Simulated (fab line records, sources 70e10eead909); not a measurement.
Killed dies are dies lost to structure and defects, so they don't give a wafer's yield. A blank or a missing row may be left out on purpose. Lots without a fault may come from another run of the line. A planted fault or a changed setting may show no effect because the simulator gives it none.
Chamber matching | flow nand_harc | NHARC_P_M0_ETCH_34 on rie_diel-03: 4 sister chambers
The step etches the open film in N2/H2, target depth 40 nm, overetch 12 nm, time 43.94 s. 19 wafers are shown with their chamber, then 9 later ones without.

WAFERS WITH THEIR CHAMBER
wafer  | chamber | drypump_motor_current_A (A) | showerhead_plenum_p_Torr (Torr) | rf_vpp_V (V)
L113.1 | 3       | 6.2                         | 2.05                            | 430.9
L113.2 | 0       | 5.1                         | 1.89                            | 425.6
L113.4 | 1       | 6.7                         | 1.93                            | 429.3
L115.1 | 2       | 6.1                         | 1.90                            | 426.9
L115.5 | 3       | 6.2                         | 2.05                            | 431.8
L115.6 | 0       | 5.1                         | 1.89                            | 427.1
L116.3 | 2       | 6.0                         | 1.90                            | 427.2
L116.5 | 0       | 5.1                         | 1.89                            | 426.1
L116.6 | 3       | 6.2                         | 2.05                            | 431.9
L117.1 | 3       | 6.2                         | 2.05                            | 430.9
L117.2 | 2       | 6.0                         | 1.90                            | 425.5
L117.6 | 0       | 5.1                         | 1.89                            | 424.6
L121.1 | 2       | 6.1                         | 1.89                            | 426.5
L121.5 | 3       | 6.2                         | 2.04                            | 431.3
L121.6 | 2       | 6.0                         | 1.89                            | 426.9
L123.2 | 3       | 6.2                         | 2.04                            | 429.7
L123.4 | 1       | 6.7                         | 1.93                            | 428.3
L123.6 | 2       | 6.0                         | 1.89                            | 427.3
L126.6 | 2       | 6.0                         | 1.89                            | 425.8

SIGNATURES (means of the wafers above)
reading                  | chamber 0 | chamber 1 | chamber 2 | chamber 3 | scatter within a chamber
drypump_motor_current_A  | 5.100     | 6.700     | 6.029     | 6.200     | 0.0309
showerhead_plenum_p_Torr | 1.8900    | 1.9300    | 1.8943    | 2.0467    | 0.00451
rf_vpp_V                 | 425.850   | 428.800   | 426.586   | 431.083   | 0.81
Rule: a wafer's distance from a chamber is the root of the sum, over the readings, of the square of ((its reading less the chamber's mean) divided by the reading's scatter). The wafer belongs to the nearest chamber; if the next one is less than 2 further off, it can't be placed. The scatter: the root of (the sum of the squares of (reading less its chamber's mean) over the shown wafers, divided by (wafers less chambers)).

WAFERS WITHOUT THEIR CHAMBER
wafer  | drypump_motor_current_A (A) | showerhead_plenum_p_Torr (Torr) | rf_vpp_V (V)
L132.2 | 6.0                         | 1.89                            | 428.1
L132.3 | 6.7                         | 1.92                            | 427.7
L132.4 | 6.2                         | 2.04                            | 431.1
L133.1 | 6.2                         | 2.04                            | 429.6
L133.2 | 5.1                         | 1.88                            | 427.1
L133.3 | 6.0                         | 1.89                            | 425.9
L135.2 | 6.0                         | 1.89                            | 427.2
L135.4 | 6.2                         | 2.04                            | 431.1
L135.6 | 5.1                         | 1.88                            | 425.7

WHICH CHAMBER EACH WENT THROUGH
wafer  | from the rows above | in truth
L132.2 | 2                   | 2
L132.3 | 1                   | 1
L132.4 | 3                   | 3
L133.1 | 3                   | 3
L133.2 | 0                   | 0
L133.3 | 2                   | 2
L135.2 | 2                   | 2
L135.4 | 3                   | 3
L135.6 | 0                   | 0
Placed correctly: 9 of 9. Can't be placed from these rows: 0. Placed wrongly: 0.
